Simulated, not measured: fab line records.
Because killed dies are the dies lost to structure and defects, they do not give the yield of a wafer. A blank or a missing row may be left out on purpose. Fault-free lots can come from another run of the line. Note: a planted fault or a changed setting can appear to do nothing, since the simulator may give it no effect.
Matching of chambers | flow n5-finfet | N5_GATE_CUT_HM_DEP_46 on pecvd-03 has 3 sister chambers
The step deposits SiO2 from TEOS/O2, target thk 130 nm, time 26.6 s. 14 wafers are shown with their chamber, then 7 later ones without.

== WAFERS WITH THEIR CHAMBER ==
wafer  | chamber | throttle-valve-pct (%) | heater-power-w (W) | showerhead-plenum-p-Torr (Torr)
L079.3 | 1       | 18.8                   | 647                | 8.35
L079.4 | 2       | 17.1                   | 387                | 8.26
L079.5 | 0       | 18.3                   | 513                | 8.30
L080.2 | 2       | 17.3                   | 475                | 8.28
L080.3 | 1       | 18.8                   | 666                | 8.35
L080.6 | 0       | 18.3                   | 491                | 8.34
L081.2 | 2       | 17.1                   | 489                | 8.27
L081.3 | 1       | 19.1                   | 686                | 8.34
L081.4 | 0       | 18.3                   | 554                | 8.34
L082.1 | 2       | 17.0                   | 388                | 8.29
L082.4 | 2       | 17.3                   | 386                | 8.27
L082.5 | 0       | 18.5                   | 519                | 8.35
L091.3 | 1       | 19.0                   | 690                | 8.33
L091.4 | 2       | 17.2                   | 466                | 8.26

SIGNATURES, as means of the wafers listed above
reading                  | chamber 0 | chamber 1 | chamber 2 | scatter within a chamber
throttle-valve-pct       | 18.350    | 18.925    | 17.167    | 0.125
heater-power-w           | 519.25    | 672.25    | 431.83    | 37.6
showerhead-plenum-p-Torr | 8.3325    | 8.3425    | 8.2717    | 0.0149
Rule: a wafer's distance from a chamber is the root of the sum, over the readings, of the square of ((its reading less the chamber's mean) divided by the reading's scatter). The wafer belongs to the nearest chamber; if the next one is less than 2 further off, it can't be placed. The scatter: the root of (the sum of the squares of (reading less its chamber's mean) over the shown wafers, divided by (wafers less chambers)).

== WAFERS MISSING THEIR CHAMBER ==
wafer  | throttle-valve-pct (%) | heater-power-w (W) | showerhead-plenum-p-Torr (Torr)
L091.5 | 18.6                   | 521                | 8.34
L094.1 | 19.0                   | 687                | 8.37
L094.4 | 17.2                   | 404                | 8.29
L094.5 | 18.4                   | 540                | 8.33
L097.1 | 17.2                   | 510                | 8.28
L097.2 | 18.3                   | 554                | 8.34
L097.5 | 19.1                   | 609                | 8.35

== WHICH CHAMBER EACH ONE RAN IN ==
wafer  | from the rows above | in truth
L091.5 | 0                   | 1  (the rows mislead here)
L094.1 | 1                   | 1
L094.4 | 2                   | 2
L094.5 | 0                   | 0
L097.1 | 2                   | 2
L097.2 | 0                   | 0
L097.5 | 1                   | 1
Placed correctly: 6 of 7. Can't be placed from these rows: 0. 1 placed wrongly.
